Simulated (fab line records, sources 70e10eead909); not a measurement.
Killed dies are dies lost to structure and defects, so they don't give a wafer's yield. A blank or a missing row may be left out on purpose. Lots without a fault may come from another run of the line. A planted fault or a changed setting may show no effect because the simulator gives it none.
Which tool did it? | flow nand_harc | 13 lots, 39 wafers sampled, at 5 steps of a route of 1159

WHAT THE GAUGES READ, wafer by wafer
NHARC_HYBRID_BOND_OVL_MEAS_05.
lot  | measured     | on         | overlay_x_nm (nm) | overlay_y_nm (nm)
L520 | day 19 06:46 | overlay-01 | -6 18 23          | 56 22 26
L523 | day 19 13:43 | overlay-01 | 18 -1 14          | 46 41 -15
L521 | day 19 18:48 | overlay-01 | 10 -25 30         | 25 -41 -37
L525 | day 20 04:49 | overlay-02 | 3 60 13           | -12 16 63
L527 | day 20 12:47 | overlay-01 | -37 55 -41        | 63 83 16
L524 | day 20 12:47 | overlay-02 | 1 30 -19          | -34 44 55
L526 | day 21 01:58 | overlay-01 | -20 19 -22        | 35 21 -14
L530 | day 21 09:23 | overlay-01 | 8 -14 10          | 14 -9 -58
L531 | day 21 09:23 | overlay-01 | 28 4 14           | -12 -65 97
L536 | day 22 17:42 | overlay-02 | 65 0 -51          | -40 37 -36
L534 | day 23 00:55 | overlay-01 | 38 29 -1          | -42 -26 -31
L539 | day 23 09:01 | overlay-01 | -17 3 -10         | 19 -25 -1
L540 | day 23 22:15 | overlay-01 | 5 -10 -20         | -23 -32 -8

NHARC_THIN_TSV_THK_MEAS_02: measures by ir.
lot  | measured     | on            | thk_nm (nm)
L520 | day 19 08:27 | film_metro-01 | 3296 3151 3077
L523 | day 19 16:36 | film_metro-01 | 2829 3028 2834
L521 | day 19 20:28 | film_metro-01 | 3384 3409 3341
L525 | day 20 06:31 | film_metro-02 | 2807 3059 2814
L527 | day 20 14:29 | film_metro-02 | 3153 2901 3004
L524 | day 20 15:42 | film_metro-02 | 2952 2750 2801
L526 | day 21 03:39 | film_metro-01 | 2802 3344 2883
L530 | day 21 11:05 | film_metro-02 | 2521 2846 2554
L531 | day 21 13:31 | film_metro-02 | 2981 2695 2650
L536 | day 22 19:25 | film_metro-01 | 2688 2681 2842
L534 | day 23 03:49 | film_metro-02 | 2971 2672 2823
L539 | day 23 10:43 | film_metro-01 | 3324 3134 3301
L540 | day 23 23:56 | film_metro-01 | 3200 3338 3035

NHARC_END_SORT_01.
lot  | measured     | on        | defect_limited_yield (%) | killed_at_array | killed_at_other | killed_at_periphery | killed_dies | killed_open | killed_short | sort_bin_2_pct (%) | sort_bin_3_pct (%) | sort_bin_4_pct (%) | sort_n_pass | sort_rim_yield_pct (%) | sort_yield_pct (%)
L536 | day 23 14:49 | prober-02 | 95.3                     | 29              | 1               | 2                   | 32          | 2           | 4            | 1.2                | 0.44               | 3.1                | 645         | 96.2                   | 95.3
L534 | day 24 05:28 | prober-01 | 93.6                     | 39              | 3               | 1                   | 43          | 1           | 2            | 1.3                | 0.74               | 4.3                | 634         | 95.3                   | 93.6
L539 | day 24 09:18 | prober-01 | 97.3 97.9 97.6           | 16 13 14        | 0 0 0           | 2 1 2               | 18 14 16    | 2 1 1       | 3 4 1        | 0.6 0.6 0.7        | 0.30 0.15 0.15     | 1.8 1.3 1.5        | 659 663 661 | 98.1 96.2 97.2         | 97.3 97.9 97.6

WHICH TOOL RAN EACH LOT (tool, then ch and the chambers of the sampled wafers, then the start)
lot  | NHARC_THIN_TSV_PRE_CLEAN_54  | NHARC_THIN_TSV_ETCH_36
L520 | pvd_sputter-02, day 19 14:53 | rie_metal-02 ch 0,1, day 19 16:31
L523 | pvd_sputter-02, day 19 22:37 | rie_metal-01 ch 0,1, day 20 00:14
L521 | pvd_sputter-01, day 20 03:44 | rie_metal-02 ch 0,1, day 20 05:21
L525 | pvd_sputter-03, day 20 12:26 | rie_metal-01 ch 0,1, day 20 14:04
L527 | pvd_sputter-03, day 20 20:46 | rie_metal-03 ch 0,1, day 20 22:17
L524 | pvd_sputter-02, day 20 21:47 | rie_metal-02 ch 0,1, day 20 23:27
L526 | pvd_sputter-03, day 21 09:27 | rie_metal-02 ch 0,1, day 21 11:06
L530 | pvd_sputter-01, day 21 16:59 | rie_metal-01 ch 0,1, day 21 18:44
L531 | pvd_sputter-03, day 21 19:52 | rie_metal-03 ch 0,1, day 21 21:22
L536 | pvd_sputter-02, day 23 01:53 | rie_metal-02 ch 0,1, day 23 03:23
L534 | pvd_sputter-03, day 23 10:46 | rie_metal-03 ch 0, day 23 12:23
L539 | pvd_sputter-01, day 23 17:06 | rie_metal-03 ch 0,1, day 23 18:43
L540 | pvd_sputter-03, day 24 05:46 | rie_metal-02 ch 0,1, day 24 07:28
- NHARC_THIN_TSV_PRE_CLEAN_54: time 30 s.
- NHARC_THIN_TSV_ETCH_36: etches the open film in Cl2/BCl3, target depth 65 nm, time 18.571 s.

WHAT THE TOOLS THEMSELVES READ (means of the sampled wafers that have a number; where no wafer has one, the mark that the record gives instead)
NHARC_THIN_TSV_PRE_CLEAN_54.
lot  | tool           | heater_power_w (W)
L520 | pvd_sputter-02 | 446
L523 | pvd_sputter-02 | 442
L521 | pvd_sputter-01 | 383
L525 | pvd_sputter-03 | 395
L527 | pvd_sputter-03 | 408
L524 | pvd_sputter-02 | 450
L526 | pvd_sputter-03 | 404
L530 | pvd_sputter-01 | 389
L531 | pvd_sputter-03 | 400
L536 | pvd_sputter-02 | 434
L534 | pvd_sputter-03 | 399
L539 | pvd_sputter-01 | 365
L540 | pvd_sputter-03 | 370

NHARC_THIN_TSV_ETCH_36.
lot  | tool         | drypump_motor_current_A (A) | oes_product_au (a.u.)
L520 | rie_metal-02 | 5.2                         | 1.003
L523 | rie_metal-01 | 5.9                         | 1.006
L521 | rie_metal-02 | 5.2                         | 1.008
L525 | rie_metal-01 | 6.0                         | 0.993
L527 | rie_metal-03 | 5.6                         | 0.992
L524 | rie_metal-02 | 5.4                         | 1.003
L526 | rie_metal-02 | 5.2                         | 1.003
L530 | rie_metal-01 | 5.9                         | 0.994
L531 | rie_metal-03 | 5.6                         | 0.993
L536 | rie_metal-02 | 5.4                         | 1.002
L534 | rie_metal-03 | 5.9                         | 0.853
L539 | rie_metal-03 | 5.8                         | 0.887
L540 | rie_metal-02 | 5.4                         | 0.999

THE ANSWER, worked out from the rows above alone
Rule: what is usual is taken from the lots themselves. Put in order of their means at a reading, lots are off if they are a third of the lots or fewer, leave a main group of 4 or more, and stand apart from it by a gap of 3 or more times the standard deviation of the main group's means; of several such gaps the widest counts. A main group whose means are all the same, to the digits that the tables above print for the reading, isn't used. A lot without any number at a reading at which 4 lots or more have one is off too. The other lots that the step has rows for count as sound. The gauges are gone through in route order, then the tools' own readings, and for those a lot's mean is taken as printed above. The first step at which some lot is off is used, and at that step the reading that is off furthest; a lot without a number counts as furthest.
Off: L534, L539, at NHARC_THIN_TSV_ETCH_36 (oes_product_au). The main group: mean 1.000 a.u., standard deviation 0.0055.
A tool fits if, at that step or a process step before it, it ran every lot that is off, and no sound lot after the first of them. One fits: rie_metal-03 at NHARC_THIN_TSV_ETCH_36. Its last sound lot is L531 (day 21 21:22), its first lot that is off L534 (day 23 12:23): a fault that began between those two fits.
The tool's own readings at NHARC_THIN_TSV_ETCH_36 bear it out: on the lots that are off they differ by more than 5 times the standard deviation of the sound lots' means. oes_product_au reads 0.870 a.u. there against 1.000 a.u. on the sound lots.

WHAT THE SIMULATOR HAD PUT IN
Process parameter drift: rie_metal-03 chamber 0, from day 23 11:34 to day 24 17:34, at NHARC_THIN_TSV_ETCH_36. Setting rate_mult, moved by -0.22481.
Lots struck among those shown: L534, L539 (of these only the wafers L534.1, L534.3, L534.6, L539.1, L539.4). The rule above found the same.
